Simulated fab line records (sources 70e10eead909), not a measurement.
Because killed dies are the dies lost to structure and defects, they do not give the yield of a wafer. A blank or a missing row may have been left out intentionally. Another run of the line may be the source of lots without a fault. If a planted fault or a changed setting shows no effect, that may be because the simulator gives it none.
The tool behind it: which one? || flow nand-harc || 14 lots, 42 wafers sampled, at 4 steps of a route of 1302

WHAT THE GAUGES SHOWED, per wafer
NHARC_P_GATE_OVL_MEAS_27. Usual: overlay-x-nm -0.1 nm, standard deviation 1.3; overlay-y-nm 0.0 nm, standard deviation 0.92.
{"lot": "L497", "measured": "day 5 04:16", "on": "overlay-02", "overlay-x-nm (nm)": "1.4 1.2 1.3", "overlay-y-nm (nm)": "-0.5 -0.2 -0.5", "flag": ""}
{"lot": "L499", "measured": "day 5 17:26", "on": "overlay-01", "overlay-x-nm (nm)": "-2.7 -2.8 -2.4", "overlay-y-nm (nm)": "0.7 0.7 0.5", "flag": ""}
{"lot": "L501", "measured": "day 6 16:47", "on": "overlay-02", "overlay-x-nm (nm)": "-0.6 -0.1 0.0", "overlay-y-nm (nm)": "1.1 1.2 1.2", "flag": ""}
{"lot": "L503", "measured": "day 7 13:12", "on": "overlay-01", "overlay-x-nm (nm)": "1.0 0.9 0.9", "overlay-y-nm (nm)": "0.1 -0.2 0.0", "flag": ""}
{"lot": "L504", "measured": "day 7 22:10", "on": "overlay-01", "overlay-x-nm (nm)": "-0.5 -0.3 -0.4", "overlay-y-nm (nm)": "-0.3 0.3 -0.4", "flag": ""}
{"lot": "L505", "measured": "day 8 13:10", "on": "overlay-02", "overlay-x-nm (nm)": "1.6 1.6 1.3", "overlay-y-nm (nm)": "0.6 0.7 0.3", "flag": ""}
{"lot": "L510", "measured": "day 10 10:29", "on": "overlay-02", "overlay-x-nm (nm)": "-0.7 -0.6 -0.5", "overlay-y-nm (nm)": "1.0 0.7 0.7", "flag": ""}
{"lot": "L511", "measured": "day 11 03:31", "on": "overlay-01", "overlay-x-nm (nm)": "-0.3 -0.3 -0.4", "overlay-y-nm (nm)": "0.2 -0.6 -0.4", "flag": ""}
{"lot": "L512", "measured": "day 11 04:08", "on": "overlay-01", "overlay-x-nm (nm)": "-0.4 -1.0 -0.8", "overlay-y-nm (nm)": "1.7 1.1 1.7", "flag": ""}
{"lot": "L513", "measured": "day 11 22:52", "on": "overlay-01", "overlay-x-nm (nm)": "0.1 -0.3 -0.3", "overlay-y-nm (nm)": "0.8 1.0 0.3", "flag": ""}
{"lot": "L516", "measured": "day 13 00:37", "on": "overlay-02", "overlay-x-nm (nm)": "2.8 2.9 2.6", "overlay-y-nm (nm)": "-0.5 0.0 0.1", "flag": ""}
{"lot": "L517", "measured": "day 13 10:59", "on": "overlay-02", "overlay-x-nm (nm)": "-1.5 -1.1 -1.2", "overlay-y-nm (nm)": "0.8 0.2 0.7", "flag": ""}
{"lot": "L518", "measured": "day 14 05:17", "on": "overlay-01", "overlay-x-nm (nm)": "0.4 0.8 0.4", "overlay-y-nm (nm)": "-1.4 -1.6 -1.1", "flag": ""}
{"lot": "L520", "measured": "day 14 15:53", "on": "overlay-01", "overlay-x-nm (nm)": "-2.5 -2.4 -2.8", "overlay-y-nm (nm)": "-1.1 -1.4 -1.5", "flag": ""}

WHAT TOOL EACH LOT RAN ON (gives the tool, then ch and the chambers of the sampled wafers, and finally the start)
{"lot": "L497", "NHARC_P_STI_DESCUM_14": "rie-diel-09 ch 1,3, day 2 21:22", "NHARC_P_GATE_PEB_09": "litho-track-07 ch 0, day 4 12:26", "NHARC_P_GATE_DESCUM_13": "rie-diel-03 ch 0,1,3, day 4 12:42"}
{"lot": "L499", "NHARC_P_STI_DESCUM_14": "rie-diel-10 ch 0,2,3, day 3 15:46", "NHARC_P_GATE_PEB_09": "litho-track-07 ch 0, day 5 03:17", "NHARC_P_GATE_DESCUM_13": "rie-diel-11 ch 2,3, day 5 03:33"}
{"lot": "L501", "NHARC_P_STI_DESCUM_14": "rie-diel-13 ch 0,2, day 4 12:17", "NHARC_P_GATE_PEB_09": "litho-track-07 ch 0, day 6 00:13", "NHARC_P_GATE_DESCUM_13": "rie-diel-11 ch 2,3, day 6 00:28"}
{"lot": "L503", "NHARC_P_STI_DESCUM_14": "rie-diel-09 ch 0,1,2, day 5 10:38", "NHARC_P_GATE_PEB_09": "litho-track-03 ch 0, day 6 21:13", "NHARC_P_GATE_DESCUM_13": "rie-diel-11 ch 0,1,3, day 6 21:29"}
{"lot": "L504", "NHARC_P_STI_DESCUM_14": "rie-diel-13 ch 0,3, day 5 17:53", "NHARC_P_GATE_PEB_09": "litho-track-07, day 7 05:41", "NHARC_P_GATE_DESCUM_13": "rie-diel-07 ch 0,1,2, day 7 05:57"}
{"lot": "L505", "NHARC_P_STI_DESCUM_14": "rie-diel-10 ch 1,2,3, day 6 05:07", "NHARC_P_GATE_PEB_09": "litho-track-03, day 7 21:01", "NHARC_P_GATE_DESCUM_13": "rie-diel-11 ch 1,2, day 7 21:16"}
{"lot": "L510", "NHARC_P_STI_DESCUM_14": "rie-diel-09 ch 0,1, day 8 07:10", "NHARC_P_GATE_PEB_09": "litho-track-03 ch 0, day 9 20:04", "NHARC_P_GATE_DESCUM_13": "rie-diel-11 ch 0,3, day 9 20:19"}
{"lot": "L511", "NHARC_P_STI_DESCUM_14": "rie-diel-09 ch 0,1, day 8 17:41", "NHARC_P_GATE_PEB_09": "litho-track-03 ch 0, day 10 12:00", "NHARC_P_GATE_DESCUM_13": "rie-diel-11 ch 2,3, day 10 12:15"}
{"lot": "L512", "NHARC_P_STI_DESCUM_14": "rie-diel-09 ch 2,3, day 9 03:01", "NHARC_P_GATE_PEB_09": "litho-track-03 ch 0, day 10 11:50", "NHARC_P_GATE_DESCUM_13": "rie-diel-03 ch 1,2,3, day 10 12:05"}
{"lot": "L513", "NHARC_P_STI_DESCUM_14": "rie-diel-13 ch 0,2,3, day 9 15:08", "NHARC_P_GATE_PEB_09": "litho-track-05 ch 0, day 11 07:10", "NHARC_P_GATE_DESCUM_13": "rie-diel-07 ch 0,3, day 11 07:25"}
{"lot": "L516", "NHARC_P_STI_DESCUM_14": "rie-diel-13 ch 1,2,3, day 10 21:12", "NHARC_P_GATE_PEB_09": "litho-track-05 ch 0, day 12 09:29", "NHARC_P_GATE_DESCUM_13": "rie-diel-11 ch 0,1,2, day 12 09:44"}
{"lot": "L517", "NHARC_P_STI_DESCUM_14": "rie-diel-09 ch 0,1,2, day 11 03:00", "NHARC_P_GATE_PEB_09": "litho-track-07 ch 0, day 12 18:13", "NHARC_P_GATE_DESCUM_13": "rie-diel-11 ch 0,1,3, day 12 18:30"}
{"lot": "L518", "NHARC_P_STI_DESCUM_14": "rie-diel-13 ch 0,1,2, day 11 17:11", "NHARC_P_GATE_PEB_09": "litho-track-07 ch 0, day 13 06:23", "NHARC_P_GATE_DESCUM_13": "rie-diel-11 ch 0,2,3, day 13 06:38"}
{"lot": "L520", "NHARC_P_STI_DESCUM_14": "rie-diel-10 ch 0,2,3, day 12 10:31", "NHARC_P_GATE_PEB_09": "litho-track-07 ch 0, day 13 22:31", "NHARC_P_GATE_DESCUM_13": "rie-diel-11 ch 0,1, day 13 22:47"}
- NHARC_P_STI_DESCUM_14: chemistry O2, time 3 s.
- NHARC_P_GATE_PEB_09: peb time 85 s.
- NHARC_P_GATE_DESCUM_13: chemistry O2, time 3 s.

AS READ BY THE TOOLS THEMSELVES (means over the sampled wafers that have a number; for cases with no such wafer, the mark the record gives instead)
NHARC_P_STI_DESCUM_14. Usual: drypump-motor-current-A 5.7 A, standard deviation 0.4; o2-flow-sccm 200.0 sccm, standard deviation 0.59; oes-product-au 0.999 a.u., standard deviation 0.0095; rf-vpp-V 57.8 V, standard deviation 0.86; showerhead-plenum-p-Torr 1.91 Torr, standard deviation 0.087; throttle-valve-pct 11.310 %, standard deviation 0.011.
{"lot": "L497", "tool": "rie-diel-09", "drypump-motor-current-A (A)": 5.2, "o2-flow-sccm (sccm)": 199.9, "oes-product-au (a.u.)": 1.000, "rf-vpp-V (V)": 58.0, "showerhead-plenum-p-Torr (Torr)": 1.92, "throttle-valve-pct (%)": 11.314, "flag": ""}
{"lot": "L499", "tool": "rie-diel-10", "drypump-motor-current-A (A)": 5.7, "o2-flow-sccm (sccm)": 199.6, "oes-product-au (a.u.)": 1.000, "rf-vpp-V (V)": 58.2, "showerhead-plenum-p-Torr (Torr)": 1.87, "throttle-valve-pct (%)": 11.308, "flag": ""}
{"lot": "L501", "tool": "rie-diel-13", "drypump-motor-current-A (A)": 6.4, "o2-flow-sccm (sccm)": 200.3, "oes-product-au (a.u.)": 1.000, "rf-vpp-V (V)": 58.0, "showerhead-plenum-p-Torr (Torr)": 1.94, "throttle-valve-pct (%)": 11.307, "flag": ""}
{"lot": "L503", "tool": "rie-diel-09", "drypump-motor-current-A (A)": 5.5, "o2-flow-sccm (sccm)": 200.2, "oes-product-au (a.u.)": 0.995, "rf-vpp-V (V)": 58.2, "showerhead-plenum-p-Torr (Torr)": 1.89, "throttle-valve-pct (%)": 11.323, "flag": ""}
{"lot": "L504", "tool": "rie-diel-13", "drypump-motor-current-A (A)": 5.8, "o2-flow-sccm (sccm)": 200.5, "oes-product-au (a.u.)": 1.003, "rf-vpp-V (V)": 58.2, "showerhead-plenum-p-Torr (Torr)": 1.99, "throttle-valve-pct (%)": 11.311, "flag": ""}
{"lot": "L505", "tool": "rie-diel-10", "drypump-motor-current-A (A)": 5.6, "o2-flow-sccm (sccm)": 200.4, "oes-product-au (a.u.)": 1.005, "rf-vpp-V (V)": 57.0, "showerhead-plenum-p-Torr (Torr)": 1.93, "throttle-valve-pct (%)": 11.302, "flag": ""}
{"lot": "L510", "tool": "rie-diel-09", "drypump-motor-current-A (A)": 5.3, "o2-flow-sccm (sccm)": 199.5, "oes-product-au (a.u.)": 1.013, "rf-vpp-V (V)": 57.7, "showerhead-plenum-p-Torr (Torr)": 1.84, "throttle-valve-pct (%)": 11.298, "flag": ""}
{"lot": "L511", "tool": "rie-diel-09", "drypump-motor-current-A (A)": 5.3, "o2-flow-sccm (sccm)": 199.9, "oes-product-au (a.u.)": 1.012, "rf-vpp-V (V)": 57.9, "showerhead-plenum-p-Torr (Torr)": 1.84, "throttle-valve-pct (%)": 11.315, "flag": ""}
{"lot": "L512", "tool": "rie-diel-09", "drypump-motor-current-A (A)": 5.6, "o2-flow-sccm (sccm)": 199.8, "oes-product-au (a.u.)": 0.989, "rf-vpp-V (V)": 57.9, "showerhead-plenum-p-Torr (Torr)": 1.91, "throttle-valve-pct (%)": 11.309, "flag": ""}
{"lot": "L513", "tool": "rie-diel-13", "drypump-motor-current-A (A)": 6.1, "o2-flow-sccm (sccm)": 200.2, "oes-product-au (a.u.)": 1.001, "rf-vpp-V (V)": 58.3, "showerhead-plenum-p-Torr (Torr)": 1.93, "throttle-valve-pct (%)": 11.317, "flag": ""}
{"lot": "L516", "tool": "rie-diel-13", "drypump-motor-current-A (A)": 5.8, "o2-flow-sccm (sccm)": 199.8, "oes-product-au (a.u.)": 1.007, "rf-vpp-V (V)": 58.2, "showerhead-plenum-p-Torr (Torr)": 1.92, "throttle-valve-pct (%)": 11.302, "flag": ""}
{"lot": "L517", "tool": "rie-diel-09", "drypump-motor-current-A (A)": 5.5, "o2-flow-sccm (sccm)": 200.1, "oes-product-au (a.u.)": 0.997, "rf-vpp-V (V)": 57.0, "showerhead-plenum-p-Torr (Torr)": 1.89, "throttle-valve-pct (%)": 11.310, "flag": ""}
{"lot": "L518", "tool": "rie-diel-13", "drypump-motor-current-A (A)": 6.1, "o2-flow-sccm (sccm)": 200.7, "oes-product-au (a.u.)": 0.998, "rf-vpp-V (V)": 57.2, "showerhead-plenum-p-Torr (Torr)": 1.93, "throttle-valve-pct (%)": 11.301, "flag": ""}
{"lot": "L520", "tool": "rie-diel-10", "drypump-motor-current-A (A)": 5.6, "o2-flow-sccm (sccm)": 199.8, "oes-product-au (a.u.)": 0.994, "rf-vpp-V (V)": 58.8, "showerhead-plenum-p-Torr (Torr)": 1.87, "throttle-valve-pct (%)": 11.309, "flag": ""}

NHARC_P_GATE_PEB_09. Usual: chill-plate-temp-C 23.00 C, standard deviation 0.11; exhaust-pa 44.8 Pa, standard deviation 1; heater-power-total-W 163.97 W, standard deviation 0.28.
{"lot": "L497", "tool": "litho-track-07", "chill-plate-temp-C (C)": 23.16, "exhaust-pa (Pa)": 44.0, "heater-power-total-W (W)": 164.12, "flag": ""}
{"lot": "L499", "tool": "litho-track-07", "chill-plate-temp-C (C)": 22.95, "exhaust-pa (Pa)": 45.2, "heater-power-total-W (W)": 163.66, "flag": ""}
{"lot": "L501", "tool": "litho-track-07", "chill-plate-temp-C (C)": 22.77, "exhaust-pa (Pa)": 44.2, "heater-power-total-W (W)": 163.86, "flag": ""}
{"lot": "L503", "tool": "litho-track-03", "chill-plate-temp-C (C)": 23.01, "exhaust-pa (Pa)": 45.1, "heater-power-total-W (W)": 163.90, "flag": ""}
{"lot": "L504", "tool": "litho-track-07", "chill-plate-temp-C (C)": "-", "exhaust-pa (Pa)": "-", "heater-power-total-W (W)": "-", "flag": "OFF"}
{"lot": "L505", "tool": "litho-track-03", "chill-plate-temp-C (C)": "-", "exhaust-pa (Pa)": "-", "heater-power-total-W (W)": "-", "flag": "OFF"}
{"lot": "L510", "tool": "litho-track-03", "chill-plate-temp-C (C)": 22.87, "exhaust-pa (Pa)": 45.5, "heater-power-total-W (W)": 163.76, "flag": ""}
{"lot": "L511", "tool": "litho-track-03", "chill-plate-temp-C (C)": 23.00, "exhaust-pa (Pa)": 45.2, "heater-power-total-W (W)": 163.88, "flag": ""}
{"lot": "L512", "tool": "litho-track-03", "chill-plate-temp-C (C)": 22.99, "exhaust-pa (Pa)": 44.8, "heater-power-total-W (W)": 163.76, "flag": ""}
{"lot": "L513", "tool": "litho-track-05", "chill-plate-temp-C (C)": 23.09, "exhaust-pa (Pa)": 45.8, "heater-power-total-W (W)": 164.17, "flag": ""}
{"lot": "L516", "tool": "litho-track-05", "chill-plate-temp-C (C)": 22.89, "exhaust-pa (Pa)": 44.1, "heater-power-total-W (W)": 163.82, "flag": ""}
{"lot": "L517", "tool": "litho-track-07", "chill-plate-temp-C (C)": 22.99, "exhaust-pa (Pa)": 46.3, "heater-power-total-W (W)": 164.08, "flag": ""}
{"lot": "L518", "tool": "litho-track-07", "chill-plate-temp-C (C)": 22.98, "exhaust-pa (Pa)": 44.4, "heater-power-total-W (W)": 163.84, "flag": ""}
{"lot": "L520", "tool": "litho-track-07", "chill-plate-temp-C (C)": 22.97, "exhaust-pa (Pa)": 43.4, "heater-power-total-W (W)": 163.98, "flag": ""}

NHARC_P_GATE_DESCUM_13. Usual: drypump-motor-current-A 5.8 A, standard deviation 0.37; o2-flow-sccm 199.9 sccm, standard deviation 0.54; oes-product-au 1.003 a.u., standard deviation 0.011; rf-vpp-V 58.0 V, standard deviation 0.89; showerhead-plenum-p-Torr 1.96 Torr, standard deviation 0.075; throttle-valve-pct 11.312 %, standard deviation 0.0088.
{"lot": "L497", "tool": "rie-diel-03", "drypump-motor-current-A (A)": 5.8, "o2-flow-sccm (sccm)": 199.9, "oes-product-au (a.u.)": 1.001, "rf-vpp-V (V)": 57.9, "showerhead-plenum-p-Torr (Torr)": 1.94, "throttle-valve-pct (%)": 11.311, "flag": ""}
{"lot": "L499", "tool": "rie-diel-11", "drypump-motor-current-A (A)": 6.1, "o2-flow-sccm (sccm)": 199.9, "oes-product-au (a.u.)": 1.009, "rf-vpp-V (V)": 58.2, "showerhead-plenum-p-Torr (Torr)": 2.05, "throttle-valve-pct (%)": 11.313, "flag": ""}
{"lot": "L501", "tool": "rie-diel-11", "drypump-motor-current-A (A)": 5.8, "o2-flow-sccm (sccm)": 199.9, "oes-product-au (a.u.)": 1.003, "rf-vpp-V (V)": 59.0, "showerhead-plenum-p-Torr (Torr)": 2.06, "throttle-valve-pct (%)": 11.315, "flag": ""}
{"lot": "L503", "tool": "rie-diel-11", "drypump-motor-current-A (A)": 5.7, "o2-flow-sccm (sccm)": 199.9, "oes-product-au (a.u.)": 1.008, "rf-vpp-V (V)": 58.7, "showerhead-plenum-p-Torr (Torr)": 1.95, "throttle-valve-pct (%)": 11.310, "flag": ""}
{"lot": "L504", "tool": "rie-diel-07", "drypump-motor-current-A (A)": 6.2, "o2-flow-sccm (sccm)": 200.1, "oes-product-au (a.u.)": 0.998, "rf-vpp-V (V)": 57.3, "showerhead-plenum-p-Torr (Torr)": 1.90, "throttle-valve-pct (%)": 11.311, "flag": ""}
{"lot": "L505", "tool": "rie-diel-11", "drypump-motor-current-A (A)": 6.2, "o2-flow-sccm (sccm)": 199.3, "oes-product-au (a.u.)": 1.019, "rf-vpp-V (V)": 56.7, "showerhead-plenum-p-Torr (Torr)": 1.93, "throttle-valve-pct (%)": 11.320, "flag": ""}
{"lot": "L510", "tool": "rie-diel-11", "drypump-motor-current-A (A)": 5.4, "o2-flow-sccm (sccm)": 199.2, "oes-product-au (a.u.)": 1.002, "rf-vpp-V (V)": 59.0, "showerhead-plenum-p-Torr (Torr)": 2.02, "throttle-valve-pct (%)": 11.320, "flag": ""}
{"lot": "L511", "tool": "rie-diel-11", "drypump-motor-current-A (A)": 5.8, "o2-flow-sccm (sccm)": 199.7, "oes-product-au (a.u.)": 1.003, "rf-vpp-V (V)": 57.8, "showerhead-plenum-p-Torr (Torr)": 2.06, "throttle-valve-pct (%)": 11.314, "flag": ""}
{"lot": "L512", "tool": "rie-diel-03", "drypump-motor-current-A (A)": 5.8, "o2-flow-sccm (sccm)": 198.9, "oes-product-au (a.u.)": 0.993, "rf-vpp-V (V)": 58.4, "showerhead-plenum-p-Torr (Torr)": 1.97, "throttle-valve-pct (%)": 11.318, "flag": ""}
{"lot": "L513", "tool": "rie-diel-07", "drypump-motor-current-A (A)": 5.8, "o2-flow-sccm (sccm)": 200.2, "oes-product-au (a.u.)": 0.991, "rf-vpp-V (V)": 57.7, "showerhead-plenum-p-Torr (Torr)": 1.87, "throttle-valve-pct (%)": 11.321, "flag": ""}
{"lot": "L516", "tool": "rie-diel-11", "drypump-motor-current-A (A)": 5.9, "o2-flow-sccm (sccm)": 200.4, "oes-product-au (a.u.)": 1.010, "rf-vpp-V (V)": 58.4, "showerhead-plenum-p-Torr (Torr)": 1.94, "throttle-valve-pct (%)": 11.320, "flag": ""}
{"lot": "L517", "tool": "rie-diel-11", "drypump-motor-current-A (A)": 5.6, "o2-flow-sccm (sccm)": 199.7, "oes-product-au (a.u.)": 1.003, "rf-vpp-V (V)": 58.1, "showerhead-plenum-p-Torr (Torr)": 1.95, "throttle-valve-pct (%)": 11.311, "flag": ""}
{"lot": "L518", "tool": "rie-diel-11", "drypump-motor-current-A (A)": 5.7, "o2-flow-sccm (sccm)": 200.1, "oes-product-au (a.u.)": 1.009, "rf-vpp-V (V)": 58.6, "showerhead-plenum-p-Torr (Torr)": 2.00, "throttle-valve-pct (%)": 11.307, "flag": ""}
{"lot": "L520", "tool": "rie-diel-11", "drypump-motor-current-A (A)": 5.9, "o2-flow-sccm (sccm)": 199.6, "oes-product-au (a.u.)": 1.001, "rf-vpp-V (V)": 57.3, "showerhead-plenum-p-Torr (Torr)": 1.88, "throttle-valve-pct (%)": 11.310, "flag": ""}

THE ANSWER, worked out from the rows above alone
Rule: a lot is off if the mean of its wafers that have a number lies more than 3 standard deviations from the usual mean. Also off: a lot with no number at a reading for which 4 or more lots have one. Where the step has rows for the other lots, those lots are counted as sound. The gauges are gone through in route order, then the tools' own readings, and for those a lot's mean is taken as printed above. The first step at which some lot is off is used, and at that step the reading that is off furthest; a lot without a number counts as furthest.
Off: L504, L505 (NHARC_P_GATE_PEB_09, chill-plate-temp-C). Without a number there: L504, L505.
If a tool, at that step or one of the process steps before it, ran each lot that is off and ran no sound lot following the first of them, it fits. Not one of the candidates tried fits.

WHAT THE SIMULATOR HAD INSERTED
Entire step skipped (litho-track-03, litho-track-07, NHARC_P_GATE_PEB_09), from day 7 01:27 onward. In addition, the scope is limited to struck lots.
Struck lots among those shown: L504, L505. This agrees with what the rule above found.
